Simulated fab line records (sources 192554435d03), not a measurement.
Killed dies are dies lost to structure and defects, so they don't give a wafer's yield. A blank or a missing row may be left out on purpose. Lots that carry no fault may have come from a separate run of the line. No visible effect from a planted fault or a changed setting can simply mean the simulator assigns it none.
Which tool did it? ; flow n5 finfet ; Sampling: 24 lots, 72 wafers, 6 of 1938 route steps

WHAT THE GAUGES READ, wafer by wafer
The record lacks any reading of a measuring or inspecting step that a usual standard deviation could be used to judge.

WHICH TOOL RAN EACH LOT (tool, then ch and the chambers of the sampled wafers, then the start)
lot;N5_SD_EPI_N_ETCH_35;N5_SD_ACTIVATION_LSA_01;N5_HKMG_FIN_HK_ALD_01;N5_HKMG_FIN_ALD_74;N5_HKMG_FIN_ETCH_54;N5_HKMG_FIN_STRIP_60
L074;rie diel-01 ch 1,2,3, day 3 03:45;laser anneal-01 ch 0, day 3 12:14;ald hk-03 ch 0,1,2, day 4 06:16;ald hk-02 ch 0,1,2, day 4 06:45;rie diel-04 ch 2,3, day 4 07:25;plasma asher-02 ch 0,1, day 4 08:23
L075;rie diel-01 ch 2,3, day 3 06:37;laser anneal-02 ch 0, day 3 14:47;ald hk-01 ch 0,1, day 4 06:26;ald hk-03 ch 0,1,2, day 4 06:51;rie diel-05 ch 0,3, day 4 07:35;plasma asher-01 ch 0,1, day 4 08:25
L076;rie diel-05 ch 0,1,2, day 3 11:48;laser anneal-01 ch 0, day 3 20:26;ald hk-01 ch 1,2, day 4 08:20;ald hk-02 ch 0,3, day 4 08:45;rie diel-05 ch 0,2,3, day 4 09:17;plasma asher-01 ch 0,1, day 4 10:08
L077;rie diel-05 ch 1,2, day 3 17:52;laser anneal-02 ch 0, day 4 02:22;ald hk-03 ch 0,2, day 4 14:22;ald hk-01 ch 0,2, day 4 14:49;rie diel-01 ch 0,2, day 4 15:21;plasma asher-01 ch 0,1, day 4 16:11
L078;rie diel-04 ch 0,1, day 4 02:02;laser anneal-01 ch 0, day 4 10:33;ald hk-02 ch 0,1, day 5 02:05;ald hk-03 ch 0,3, day 5 02:29;rie diel-01 ch 1,3, day 5 03:08;plasma asher-02 ch 0,1, day 5 03:59
L079;rie diel-05 ch 0,1,3, day 4 06:28;laser anneal-02 ch 0, day 4 15:01;ald hk-01 ch 1,2,3, day 5 06:24;ald hk-02 ch 0,1,3, day 5 06:48;rie diel-04 ch 0,1,2, day 5 07:37;plasma asher-01 ch 0,1, day 5 08:28
L080;rie diel-05 ch 0,3, day 4 16:28;laser anneal-01 ch 0, day 5 02:01;ald hk-03 ch 0,1,3, day 5 14:02;ald hk-01 ch 0,3, day 5 14:30;rie diel-05 ch 0,1, day 5 15:02;plasma asher-01 ch 0,1, day 5 15:53
L081;rie diel-01 ch 0,1,3, day 4 23:42;laser anneal-02 ch 0, day 5 09:29;ald hk-02 ch 0,1, day 5 23:35;ald hk-03 ch 1,3, day 6 00:08;rie diel-04 ch 1,2,3, day 6 01:16;plasma asher-02 ch 0,1, day 6 02:07
L082;rie diel-01 ch 0,1,3, day 5 04:28;laser anneal-01 ch 0, day 5 12:47;ald hk-01 ch 0,2, day 6 01:29;ald hk-02 ch 1,2,3, day 6 01:53;rie diel-04 ch 0,1, day 6 02:43;plasma asher-01 ch 0,1, day 6 03:33
L083;rie diel-01 ch 0,1,2, day 5 11:49;laser anneal-02 ch 0, day 5 20:20;ald hk-03 ch 1,2,3, day 6 08:08;ald hk-01 ch 0,1,2, day 6 08:32;rie diel-04 ch 2,3, day 6 09:22;plasma asher-02 ch 0,1, day 6 10:13
L084;rie diel-04 ch 0,1, day 5 20:30;laser anneal-01 ch 0, day 6 04:59;ald hk-02 ch 1,2,3, day 6 17:44;ald hk-03 ch 0,3, day 6 18:08;rie diel-05 ch 0,2,3, day 6 19:13;plasma asher-01 ch 0,1, day 6 20:04
L085;rie diel-05 ch 0,2, day 6 01:07;laser anneal-02 ch 0, day 6 11:24;ald hk-01 ch 0,3, day 7 00:13;ald hk-02 ch 1,2,3, day 7 00:45;rie diel-05 ch 2,3, day 7 01:44;plasma asher-02 ch 0,1, day 7 02:35
L086;rie diel-05 ch 2,3, day 6 06:02;laser anneal-01 ch 0, day 6 15:20;ald hk-03 ch 1,2,3, day 7 03:28;ald hk-01 ch 0,1, day 7 03:58;rie diel-04 ch 0,3, day 7 05:13;plasma asher-02 ch 0,1, day 7 06:11
L087;rie diel-05 ch 2,3, day 6 09:52;laser anneal-02 ch 0, day 6 18:10;ald hk-02 ch 0,2,3, day 7 07:07;ald hk-03 ch 2,3, day 7 07:31;rie diel-01 ch 0,1,3, day 7 08:07;plasma asher-01 ch 0,1, day 7 08:58
L088;rie diel-01 ch 0,3, day 6 13:01;laser anneal-01 ch 0, day 6 22:10;ald hk-01 ch 1,2, day 7 10:52;ald hk-02 ch 1,2, day 7 11:18;rie diel-04 ch 0,1,3, day 7 12:15;plasma asher-01 ch 0,1, day 7 13:05
L089;rie diel-01 ch 2,3, day 6 19:37;laser anneal-02 ch 0, day 7 04:50;ald hk-01 ch 1,2, day 7 17:11;ald hk-02 ch 0,1,3, day 7 17:42;rie diel-01 ch 0,1, day 7 18:35;plasma asher-02 ch 0,1, day 7 19:26
L090;rie diel-04 ch 0,2,3, day 7 01:56;laser anneal-02 ch 0, day 7 10:35;ald hk-01 ch 1,2,3, day 7 23:23;ald hk-02 ch 0,1,2, day 7 23:49;rie diel-04 ch 1,3, day 8 00:29;plasma asher-02 ch 0,1, day 8 01:19
L091;rie diel-04 ch 1,3, day 7 06:19;laser anneal-01 ch 0, day 7 15:29;ald hk-01 ch 0,1,2, day 8 03:29;ald hk-02 ch 1,3, day 8 04:04;rie diel-05 ch 0,1,2, day 8 04:44;plasma asher-01 ch 0,1, day 8 05:42
L092;rie diel-05 ch 0,2,3, day 7 12:06;laser anneal-02 ch 0, day 7 21:20;ald hk-01 ch 0,2,3, day 8 09:44;ald hk-02 ch 0,1,2, day 8 10:08;rie diel-05 ch 0,2,3, day 8 10:48;plasma asher-01 ch 0,1, day 8 11:46
L093;rie diel-01 ch 0,1,3, day 7 17:51;laser anneal-01 ch 0, day 8 03:37;ald hk-02 ch 0,2,3, day 8 17:23;ald hk-03 ch 2,3, day 8 17:47;rie diel-04 ch 0,1,3, day 8 18:20;plasma asher-01 ch 0, day 8 19:10
L094;rie diel-01 ch 0,1,3, day 8 03:19;laser anneal-02 ch 0, day 8 13:18;ald hk-02 ch 0,1,2, day 9 01:23;ald hk-03 ch 1,2,3, day 9 01:53;rie diel-01 ch 1,2,3, day 9 02:33;plasma asher-02 ch 0,1, day 9 03:23
L095;rie diel-05 ch 1,3, day 8 11:56;laser anneal-01 ch 0, day 8 20:16;ald hk-01 ch 1,2, day 9 08:52;ald hk-02 ch 1,2, day 9 09:17;rie diel-01 ch 0,1,3, day 9 09:49;plasma asher-01 ch 0,1, day 9 10:40
L096;rie diel-05 ch 1,2, day 8 13:08;laser anneal-02 ch 0, day 8 21:44;ald hk-03 ch 0,2,3, day 9 09:53;ald hk-01 ch 0,1,2, day 9 10:22;rie diel-01 ch 1,2, day 9 11:02;plasma asher-02 ch 0,1, day 9 11:52
L097;rie diel-04 ch 0,3, day 8 21:04;laser anneal-01 ch 0, day 9 06:20;ald hk-02 ch 0,2,3, day 9 20:53;ald hk-03 ch 0,3, day 9 21:27;rie diel-05 ch 1,2,3, day 9 22:17;plasma asher-01 ch 0,1, day 9 23:08
- N5_SD_EPI_N_ETCH_35: etches SOC in N2/H2, overetch 108 nm, time 486 s.
- N5_SD_ACTIVATION_LSA_01: time 0.0008 s.
- N5_HKMG_FIN_HK_ALD_01: deposits HfO2, target thk 1.6 nm, pulse time 3 s, purge time 3 s.
- N5_HKMG_FIN_ALD_74: deposits La2O3, target thk 0.5 nm, pulse time 6 s, co reactant pulse time 1 s.
- N5_HKMG_FIN_ETCH_54: etches SiARC in CF4, target depth 45.5 nm, time 75.8 s.
- N5_HKMG_FIN_STRIP_60: strips in N2/H2, time 360 s.

WHAT THE TOOLS THEMSELVES READ (means of the sampled wafers that have a number; where no wafer has one, the mark that the record gives instead)
N5_SD_EPI_N_ETCH_35.
lot;tool;drypump motor current A (A);oes product au (a.u.);rf vpp V (V);showerhead plenum p Torr (Torr);throttle valve pct (%)
L074;rie diel-01;6.0;0.67;241.2;2.54;23.7
L075;rie diel-01;5.8;0.69;240.4;2.55;23.5
L076;rie diel-05;5.9;0.75;240.8;2.57;23.7
L077;rie diel-05;5.9;0.77;241.2;2.54;24.0
L078;rie diel-04;5.9;0.79;239.7;2.59;24.2
L079;rie diel-05;6.2;0.67;240.3;2.49;23.7
L080;rie diel-05;6.0;0.73;241.4;2.58;23.2
L081;rie diel-01;6.2;0.70;241.5;2.59;23.9
L082;rie diel-01;6.2;0.69;241.3;2.59;23.9
L083;rie diel-01;5.9;0.69;241.3;2.59;24.0
L084;rie diel-04;5.9;0.77;241.8;2.59;24.2
L085;rie diel-05;5.8;0.80;242.6;2.62;23.5
L086;rie diel-05;6.4;0.84;242.7;2.66;23.4
L087;rie diel-05;6.4;0.84;242.4;2.66;23.5
L088;rie diel-01;6.3;0.71;240.7;2.60;23.7
L089;rie diel-01;6.1;0.68;239.7;2.54;23.4
L090;rie diel-04;5.5;0.66;241.1;2.56;23.9
L091;rie diel-04;5.9;0.70;241.0;2.61;24.0
L092;rie diel-05;6.1;0.78;242.5;2.65;23.4
L093;rie diel-01;6.2;0.68;241.4;2.58;23.9
L094;rie diel-01;6.2;0.68;240.3;2.58;24.0
L095;rie diel-05;6.4;0.81;242.7;2.71;24.0
L096;rie diel-05;5.9;0.79;241.3;2.63;24.0
L097;rie diel-04;5.3;0.61;240.1;2.54;24.0

N5_SD_ACTIVATION_LSA_01.
lot;tool;wafer_temp_C_max
L074;laser anneal-01;1085.1
L075;laser anneal-02;1084.1
L076;laser anneal-01;1084.1
L077;laser anneal-02;1084.3
L078;laser anneal-01;1086.3
L079;laser anneal-02;1084.8
L080;laser anneal-01;1084.5
L081;laser anneal-02;1084.0
L082;laser anneal-01;1085.0
L083;laser anneal-02;1084.1
L084;laser anneal-01;1084.6
L085;laser anneal-02;1084.5
L086;laser anneal-01;1085.0
L087;laser anneal-02;1084.7
L088;laser anneal-01;1084.6
L089;laser anneal-02;1084.3
L090;laser anneal-02;1082.6
L091;laser anneal-01;1084.9
L092;laser anneal-02;1084.0
L093;laser anneal-01;1085.9
L094;laser anneal-02;1084.7
L095;laser anneal-01;1085.7
L096;laser anneal-02;1084.1
L097;laser anneal-01;1085.1

N5_HKMG_FIN_HK_ALD_01.
lot;tool;precursor pulse height rel
L074;ald hk-03;1.006
L075;ald hk-01;1.006
L076;ald hk-01;0.979
L077;ald hk-03;1.002
L078;ald hk-02;1.007
L079;ald hk-01;0.983
L080;ald hk-03;1.012
L081;ald hk-02;0.996
L082;ald hk-01;0.993
L083;ald hk-03;1.002
L084;ald hk-02;0.993
L085;ald hk-01;0.999
L086;ald hk-03;0.992
L087;ald hk-02;0.990
L088;ald hk-01;1.007
L089;ald hk-01;0.991
L090;ald hk-01;1.003
L091;ald hk-01;1.000
L092;ald hk-01;0.989
L093;ald hk-02;0.990
L094;ald hk-02;1.006
L095;ald hk-01;0.984
L096;ald hk-03;1.020
L097;ald hk-02;1.012

N5_HKMG_FIN_ALD_74.
lot;tool;heater power w (W);precursor pulse height rel
L074;ald hk-02;316;0.990
L075;ald hk-03;377;0.996
L076;ald hk-02;344;1.007
L077;ald hk-01;357;1.005
L078;ald hk-03;346;0.978
L079;ald hk-02;335;1.016
L080;ald hk-01;288;1.023
L081;ald hk-03;332;0.997
L082;ald hk-02;306;1.012
L083;ald hk-01;351;1.008
L084;ald hk-03;337;1.012
L085;ald hk-02;311;0.998
L086;ald hk-01;349;0.990
L087;ald hk-03;312;0.993
L088;ald hk-02;303;0.991
L089;ald hk-02;335;0.996
L090;ald hk-02;318;1.002
L091;ald hk-02;329;1.020
L092;ald hk-02;315;0.983
L093;ald hk-03;313;0.992
L094;ald hk-03;353;0.989
L095;ald hk-02;281;0.999
L096;ald hk-01;349;1.007
L097;ald hk-03;319;1.001

N5_HKMG_FIN_ETCH_54.
lot;tool;drypump motor current A (A);etch rf on time s (s);oes product au (a.u.);rf vpp V (V);showerhead plenum p Torr (Torr);throttle valve pct (%)
L074;rie diel-04;5.7;73.5;0.65;184.3;2.19;15.59
L075;rie diel-05;6.4;73.5;0.66;183.9;2.10;15.53
L076;rie diel-05;6.1;74.8;0.73;184.2;2.16;15.42
L077;rie diel-01;6.0;76.9;0.70;184.2;2.23;15.43
L078;rie diel-01;6.2;78.5;0.62;183.4;2.13;15.52
L079;rie diel-04;5.7;76.2;0.70;183.9;2.16;15.59
L080;rie diel-05;5.9;75.0;0.69;185.7;2.18;15.46
L081;rie diel-04;5.9;74.3;0.71;184.0;2.18;15.54
L082;rie diel-04;5.9;75.7;0.73;184.7;2.16;15.61
L083;rie diel-04;5.6;73.6;0.65;185.0;2.19;15.61
L084;rie diel-05;6.1;74.7;0.77;185.7;2.24;15.29
L085;rie diel-05;6.1;76.5;0.77;184.7;2.21;15.35
L086;rie diel-04;5.4;72.8;0.61;184.7;2.16;15.76
L087;rie diel-01;6.2;77.2;0.64;184.5;2.17;15.57
L088;rie diel-04;5.7;75.1;0.65;185.3;2.16;15.69
L089;rie diel-01;6.1;76.9;0.67;184.9;2.21;15.61
L090;rie diel-04;6.1;74.9;0.72;185.7;2.18;15.56
L091;rie diel-05;5.9;75.1;0.75;185.4;2.24;15.40
L092;rie diel-05;6.1;75.0;0.74;185.8;2.23;15.31
L093;rie diel-04;5.7;75.1;0.65;184.6;2.15;15.72
L094;rie diel-01;5.9;77.2;0.61;183.8;2.12;15.61
L095;rie diel-01;6.2;78.3;0.62;184.9;2.17;15.60
L096;rie diel-01;5.6;75.5;0.61;183.5;2.12;15.66
L097;rie diel-05;6.2;75.3;0.74;185.3;2.23;15.46

N5_HKMG_FIN_STRIP_60.
lot;tool;drypump motor current A (A);heater power w (W)
L074;plasma asher-02;6.19;434
L075;plasma asher-01;6.06;439
L076;plasma asher-01;6.05;442
L077;plasma asher-01;5.89;456
L078;plasma asher-02;6.19;426
L079;plasma asher-01;6.07;436
L080;plasma asher-01;5.90;451
L081;plasma asher-02;5.97;417
L082;plasma asher-01;5.90;453
L083;plasma asher-02;5.97;424
L084;plasma asher-01;6.07;432
L085;plasma asher-02;5.98;425
L086;plasma asher-02;5.97;412
L087;plasma asher-01;6.07;432
L088;plasma asher-01;5.91;453
L089;plasma asher-02;6.20;424
L090;plasma asher-02;5.96;418
L091;plasma asher-01;6.09;444
L092;plasma asher-01;5.91;447
L093;plasma asher-01;6.24;417
L094;plasma asher-02;6.18;425
L095;plasma asher-01;5.90;447
L096;plasma asher-02;5.96;417
L097;plasma asher-01;5.91;446

THE ANSWER, worked out from the rows above alone
Rule: the lots themselves supply what counts as usual. The widest of any qualifying gaps counts: lots, ordered by their means at a reading, are off when they make up no more than a third of the lots, leave a main group of 4 or more, and stand apart from it by 3 or more times the standard deviation of that group's means. Not used: any main group whose means are identical at the precision the tables above print for the reading. A lot without any number at a reading at which 4 lots or more have one is off too. Where the step has rows for the other lots, those lots are counted as sound. After the gauges, taken in route order, come the tools' own readings; for these a lot's mean is taken, as printed above. At the first step where some lot is off, the reading lying furthest off is the one used; lots without a number count as furthest.
None of the lots is off at any reading shown; this tells nothing.

WHAT HAD BEEN PUT IN BY THE SIMULATOR
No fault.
